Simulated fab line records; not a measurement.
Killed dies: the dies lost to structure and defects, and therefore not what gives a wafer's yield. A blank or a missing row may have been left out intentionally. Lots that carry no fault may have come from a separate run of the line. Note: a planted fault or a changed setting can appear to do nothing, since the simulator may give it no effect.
A struck lot beside a sound one | flow n5 finfet | 34 steps out of a route of 1938
Sound: wafers L489.1, L489.2, L489.4. The struck wafers were L485.1, L485.2, L485.5. The cause is named last.
Each step with rows lists, per side, the tool, then ch with its chambers, then its first start. Under that, the readings that differ: sound wafers | struck wafers | difference of the means | sigmas: that difference in standard deviations of wafers without a fault.
alike: words and numbers the same on both sides, and readings whose means are apart by under 2 such deviations; not compared: readings that were withheld, readings missing a value for some wafer, numbers with overlapping values and no deviation given by the record, and bounds like >300 which may hide the same value.
The two part at a step that has a row with sigmas, a row that says differs or no value, or rows on one side only. Non-overlapping numbers with no deviation appear without sigmas and do not part them. A reading missing from all wafers of one side parts the sides only when that side holds two or more wafers.

first, 11 steps without rows for these wafers: N5_MOL_CONTACT_COAG_ETCH_91 (etches SOC in N2/H2, target depth 60 nm, overetch 21 nm, time 101.2 s); N5_MOL_CONTACT_COAG_STRIP_92 (strips in N2/H2); N5_MOL_CONTACT_COAG_STRIP_93 (strips in N2/H2); N5_MOL_CONTACT_COAG_ETCHBACK_135 (etches SiO2 in CHF3, target depth 25 nm, time 16.7 s); N5_MOL_CONTACT_COAG_STRIP_118 (strips in CHF3); N5_MOL_CONTACT_COAG_VIA_ETCH_46 (etches SiO2 in C4F6/O2, target depth 46 nm, overetch 9.2 nm, time 40 s); N5_MOL_CONTACT_COAG_STRIP_96 (strips in N2/H2); N5_MOL_CONTACT_COAG_ETCH_47 (etches SiNx in CH3F/O2, stops on W, target depth 27 nm); N5_MOL_CONTACT_COAG_STRIP_119 (strips in N2/H2, time 30 s); N5_MOL_CONTACT_COAG_PRECLEAN_144 (cleans in alkaline clean, time 60 s); N5_MOL_CONTACT_COAG_SRD_145 (time 30 s).
N5_MOL_CONTACT_COAG_COAT_62: time 60 s, resist thk 60 nm.
  sound on litho track-01 ch 0, day 10 16:58; struck on litho track-03 ch 0, day 9 07:05
  reading                                           | sound                | struck               | difference | sigmas
  spin speed rpm (rpm)                              | 1499.5 1497.9 1499.9 | 1579.6 1581.0 1582.8 | +82.0      | +75
  model.SOC_of_MOL_CONTACT_COAG_COAT_62.thk nm (nm) | 60 60 60.2           | 58.6 58.4 58.4       | -1.6       |
  alike: resist line temp C
then, 13 steps without rows for these wafers: N5_MOL_CONTACT_COAG_COAT_63 (time 60 s, resist thk 10 nm); N5_MOL_CONTACT_COAG_COAT_64 (time 60 s, resist thk 10 nm); N5_MOL_CONTACT_COAG_COAT_34 (resist thk 40 nm); N5_MOL_CONTACT_COAG_EBR_36; N5_MOL_CONTACT_COAG_SOFTBAKE_35 (time 60 s); N5_MOL_CONTACT_COAG_EXPOSE_37 (exposes mask VD, defocus 0 nm); N5_MOL_CONTACT_COAG_PEB_38 (peb time 60 s); N5_MOL_CONTACT_COAG_DEVELOP_39 (develop time 30 s); N5_MOL_CONTACT_COAG_DESCUM_45 (chemistry O2, time 7 s); N5_MOL_CONTACT_COAG_ETCH_65 (etches underlayer in N2/H2, target depth 13 nm, time 10.4 s); N5_MOL_CONTACT_COAG_ETCH_66 (etches SiARC in CF4, target depth 13 nm, time 21.7 s); N5_MOL_CONTACT_COAG_ALD_133 (deposits SiO2, target thk 5 nm, pulse time 1 s, co reactant pulse time 1 s); N5_MOL_CONTACT_COAG_ETCHBACK_134 (etches SiO2 in CHF3, target depth 10 nm, time 6.7 s).
N5_MOL_CONTACT_COAG_ETCH_67: etches SOC in N2/H2, target depth 60 nm, overetch 21 nm, time 101.2 s.
  sound on rie diel-05 ch 1,2,3, day 10 18:05; struck on rie diel-05 ch 0,1,2, day 9 07:58
  reading                  | sound             | struck            | difference | sigmas
  model.etch.depth nm (nm) | 60.01 60.02 60.25 | 58.52 58.33 58.49 | -1.65      |
  alike: drypump motor current A, oes product au, rf vpp V, showerhead plenum p Torr, throttle valve pct
  not compared: rf hours counter h
then, 6 steps without rows for these wafers: N5_MOL_CONTACT_COAG_STRIP_68 (strips in N2/H2); N5_MOL_CONTACT_COAG_STRIP_69 (strips in N2/H2); N5_MOL_CONTACT_COAG_ETCHBACK_136 (etches SiO2 in CHF3, target depth 25 nm, time 16.7 s); N5_MOL_CONTACT_COAG_STRIP_120 (strips in CHF3); N5_MOL_CONTACT_COAG_VIA_ETCH_117 (etches SiO2 in C4F6/O2, target depth 40 nm, overetch 8 nm, time 26 s); N5_MOL_CONTACT_COAG_ETCH_124 (etches SiNx in CH3F/O2, stops on SiOC, target depth 6.5 nm).
N5_MOL_CONTACT_COAG_ETCH_48: etches SiOC in C4F6/O2, target depth 15 nm, overetch 4.5 nm, time 17 s.
  sound on rie diel-05 ch 1,2,3, day 10 18:16; struck on rie diel-05 ch 0,1,2, day 9 08:09
  reading                                           | sound          | struck         | difference | sigmas
  model.SOC_of_MOL_CONTACT_COAG_COAT_62.thk nm (nm) | 45.4 46.2 46.4 | 44.6 43.6 44.6 | -1.7       |
  alike: drypump motor current A, oes product au, rf vpp V, showerhead plenum p Torr, throttle valve pct
  not compared: rf hours counter h
then, 1 step without rows for these wafers: N5_MOL_CONTACT_COAG_STRIP_72 (strips in N2/H2).

## WHERE THEY PART
N5_MOL_CONTACT_COAG_COAT_62 only, going by this record. Later steps at which nothing parts them and some readings are alike: N5_MOL_CONTACT_COAG_ETCH_67, N5_MOL_CONTACT_COAG_ETCH_48.

WHY: what the simulator had put in
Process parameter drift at N5_MOL_CONTACT_COAG_COAT_62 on litho track-03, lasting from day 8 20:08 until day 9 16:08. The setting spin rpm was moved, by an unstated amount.
